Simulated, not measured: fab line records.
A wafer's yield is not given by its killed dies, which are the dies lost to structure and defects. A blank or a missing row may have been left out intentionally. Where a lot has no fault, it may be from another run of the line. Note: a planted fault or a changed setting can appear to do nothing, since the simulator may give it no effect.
Matching of chambers || flow n5_finfet || N5_BEOL_M7_DESCUM_16 on rie_diel-05: 4 sister chambers
The step chemistry O2, time 7.9 s. 8 wafers are shown with their chamber, then 9 later ones without.

== EACH WAFER AND ITS CHAMBER ==
{"wafer": "L078.6", "chamber": 3, "drypump_motor_current_A (A)": 6.1, "showerhead_plenum_p_Torr (Torr)": 2.05}
{"wafer": "L082.5", "chamber": 2, "drypump_motor_current_A (A)": 5.0, "showerhead_plenum_p_Torr (Torr)": 2.23}
{"wafer": "L088.2", "chamber": 2, "drypump_motor_current_A (A)": 5.0, "showerhead_plenum_p_Torr (Torr)": 2.22}
{"wafer": "L088.4", "chamber": 3, "drypump_motor_current_A (A)": 6.1, "showerhead_plenum_p_Torr (Torr)": 2.05}
{"wafer": "L090.6", "chamber": 1, "drypump_motor_current_A (A)": 5.6, "showerhead_plenum_p_Torr (Torr)": 2.21}
{"wafer": "L091.2", "chamber": 0, "drypump_motor_current_A (A)": 5.7, "showerhead_plenum_p_Torr (Torr)": 2.22}
{"wafer": "L091.5", "chamber": 0, "drypump_motor_current_A (A)": 5.8, "showerhead_plenum_p_Torr (Torr)": 2.22}
{"wafer": "L091.6", "chamber": 1, "drypump_motor_current_A (A)": 5.6, "showerhead_plenum_p_Torr (Torr)": 2.21}

== WAFERS WHOSE CHAMBER IS MISSING ==
{"wafer": "L093.2", "drypump_motor_current_A (A)": 6.1, "showerhead_plenum_p_Torr (Torr)": 2.04}
{"wafer": "L093.3", "drypump_motor_current_A (A)": 5.0, "showerhead_plenum_p_Torr (Torr)": 2.22}
{"wafer": "L093.4", "drypump_motor_current_A (A)": 5.6, "showerhead_plenum_p_Torr (Torr)": 2.21}
{"wafer": "L095.2", "drypump_motor_current_A (A)": 5.0, "showerhead_plenum_p_Torr (Torr)": 2.22}
{"wafer": "L095.5", "drypump_motor_current_A (A)": 5.6, "showerhead_plenum_p_Torr (Torr)": 2.21}
{"wafer": "L095.6", "drypump_motor_current_A (A)": 5.0, "showerhead_plenum_p_Torr (Torr)": 2.22}
{"wafer": "L097.3", "drypump_motor_current_A (A)": 5.0, "showerhead_plenum_p_Torr (Torr)": 2.21}
{"wafer": "L097.4", "drypump_motor_current_A (A)": 5.8, "showerhead_plenum_p_Torr (Torr)": 2.21}
{"wafer": "L097.5", "drypump_motor_current_A (A)": 5.0, "showerhead_plenum_p_Torr (Torr)": 2.21}

== EACH ONE'S CHAMBER ==
{"wafer": "L093.2", "from the rows above": 3, "in truth": 3}
{"wafer": "L093.3", "from the rows above": 2, "in truth": 2}
{"wafer": "L093.4", "from the rows above": 1, "in truth": 1}
{"wafer": "L095.2", "from the rows above": 2, "in truth": 2}
{"wafer": "L095.5", "from the rows above": 1, "in truth": 1}
{"wafer": "L095.6", "from the rows above": 2, "in truth": 2}
{"wafer": "L097.3", "from the rows above": 2, "in truth": 2}
{"wafer": "L097.4", "from the rows above": 0, "in truth": 0}
{"wafer": "L097.5", "from the rows above": 2, "in truth": 2}
Correct placement for 9 of the 9. Number that these rows cannot place: 0. Number placed wrongly: 0.
How it was worked out, from the rows above alone: a wafer's distance from a chamber is the root of the sum, over the readings, of the square of ((its reading less the chamber's mean) divided by the reading's scatter). If the next closest chamber is less than 2 further off than the closest, the wafer can't be placed; otherwise it belongs to the closest. For every chamber, the mean is computed from those of its wafers that are shown. The scatter is the square root of a quotient: the sum, over the shown wafers, of each reading's squared deviation from its chamber's mean, divided by wafers minus chambers.
